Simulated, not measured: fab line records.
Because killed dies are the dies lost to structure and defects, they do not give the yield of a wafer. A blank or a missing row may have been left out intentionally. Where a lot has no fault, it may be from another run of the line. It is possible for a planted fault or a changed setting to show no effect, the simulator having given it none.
Code-filled problem report in 8D (eight disciplines) form + flow n5-finfet + the parts of the form that need people (team, actions taken, sign-off) are left out

1. WHAT IS WRONG
N5_BEOL_M10_OCD_MEAS_38, trench-depth-nm: mean 174 nm over 1 wafer from 1 lot; wafers with no fault: 147 nm, standard deviation 3. That is +9.0 standard deviations from the usual mean.
Earliest sighting: wafer L677.3 on ocd-02 at day 15 03:34. Wafers with a number at this step in the record: 9, from 3 lots. The rule behind "out" and "out of limits": a value lying over 4 standard deviations away from the usual mean. The rest of the wafers with a number are treated as sound.

2. WHAT IT IS; WHAT IT IS NOT
| question                    | is                | is not                                                                   |
|-----------------------------|-------------------|--------------------------------------------------------------------------|
| which readings at this step | trench-depth-nm   | -                                                                        |
| which lots                  | L677              | L679, L684                                                               |
| which wafers of those lots  | L677.3            | L677.4, L677.5                                                           |
| read on which gauges        | ocd-02            | ocd-01                                                                   |
| when                        | from day 15 03:34 | up to then (2 sound wafers); but 6 sound wafers of L679, L684 came after |

3. THE SUSPECTS, EACH WITH WHAT RULES IT OUT
Counting: a tool at a process step up to the reading stays a suspect if it ran every lot that is out. Sound lots after the first of them don't rule it out here, since some wafers of a struck lot are sound.
- the gauge at N5_BEOL_M10_OCD_MEAS_38: ruled out. All the wafers that are out were read on ocd-02, but those of them that N5_BEOL_M10_TRENCH_ETCH_37 has rows for are out there too, on other tools.
- rie-diel-06 at N5_BEOL_M10_TRENCH_ETCH_37 (etches SiCOH lowk in C4F6/O2, target depth 148.83 nm, time 48 s): kept. It ran the lot that is out, L677 (day 15 03:23). On those wafers its own readings are out: oes_f_703_au, rf-fwd-power-W, rf-vpp-V.
- rie-diel-06, N5_BEOL_M10_TRENCH_ETCH_37: wafers that are out in chamber 0, sound lot-mates in chambers 1, 2.
The count leaves rie-diel-06 at N5_BEOL_M10_TRENCH_ETCH_37.

4. THE CAUSE (what the simulator had put in)
rie-diel-06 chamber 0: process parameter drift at N5_BEOL_M10_TRENCH_ETCH_37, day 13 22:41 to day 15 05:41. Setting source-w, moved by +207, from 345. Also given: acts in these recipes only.
This tool alone remained once counting was done.

5. THE CHAIN OF EFFECTS, in route order
Rows list readings where the struck wafers' mean (over those with a number) sits beyond 3 standard deviations from the usual. Scope: only readings with a usual standard deviation given in the record; hours: median across lots of the time from each lot's start at the first step in this table that gives one to its start at this step; sigmas: change in usual standard deviations.
| hours | step                       | reading           | usual        | on struck wafers | change | sigmas      |
|-------|----------------------------|-------------------|--------------|------------------|--------|-------------|
| 0     | N5_BEOL_M10_TRENCH_ETCH_37 | oes_f_703_au      | 0.78 a.u.    | 1.20             | +0.42  | +4.3        |
| 0     | N5_BEOL_M10_TRENCH_ETCH_37 | rf-fwd-power-W    | 342.0 W      | 551.0            | +209.0 | +99 or more |
| 0     | N5_BEOL_M10_TRENCH_ETCH_37 | rf-vpp-V          | 657 V        | 509              | -148   | -9.2        |
| 0     | N5_BEOL_M10_OCD_MEAS_38    | trench-depth-nm   | 147 nm       | 174              | +27    | +9.0        |
| 3     | N5_BEOL_M10_THK_MEAS_53    | M10_THK           | 140 nm       | 169              | +29    | +8.5        |
| 3     | N5_BEOL_M10_RS_MEAS_57     | M10_RS            | 0.152 ohm/sq | 0.124            | -0.028 | -6.8        |
| 40    | N5_BEOL_M15_RC_MEAS_101    | SERP_M10          | 3.10 ohm/um  | 2.56             | -0.54  | -5.4        |
| 40    | N5_BEOL_M15_RC_MEAS_101    | SERP_M10_max_site | 3.19 ohm/um  | 2.58             | -0.61  | -6.2        |
The process steps in it:
- N5_BEOL_M10_TRENCH_ETCH_37: etches SiCOH lowk in C4F6/O2, target depth 148.83 nm, time 48 s.

6. HOW IT WOULD HAVE BEEN CAUGHT EARLIER
The first out-of-limits reading at a measuring or inspecting step in this record came at day 15 03:34, 29 hours after the fault's start at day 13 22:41.
The tool's own readings at N5_BEOL_M10_TRENCH_ETCH_37 were out on every struck wafer that the step has a row for (oes_f_703_au, rf-fwd-power-W, rf-vpp-V): an alarm limit on them would have fired on the first of those.
The start of N5_BEOL_M10_TRENCH_ETCH_37 on rie-diel-06 came by day 15 03:34 for every one of the lots that are out (1). Had the tool been put on hold then, not one of them would have been saved.
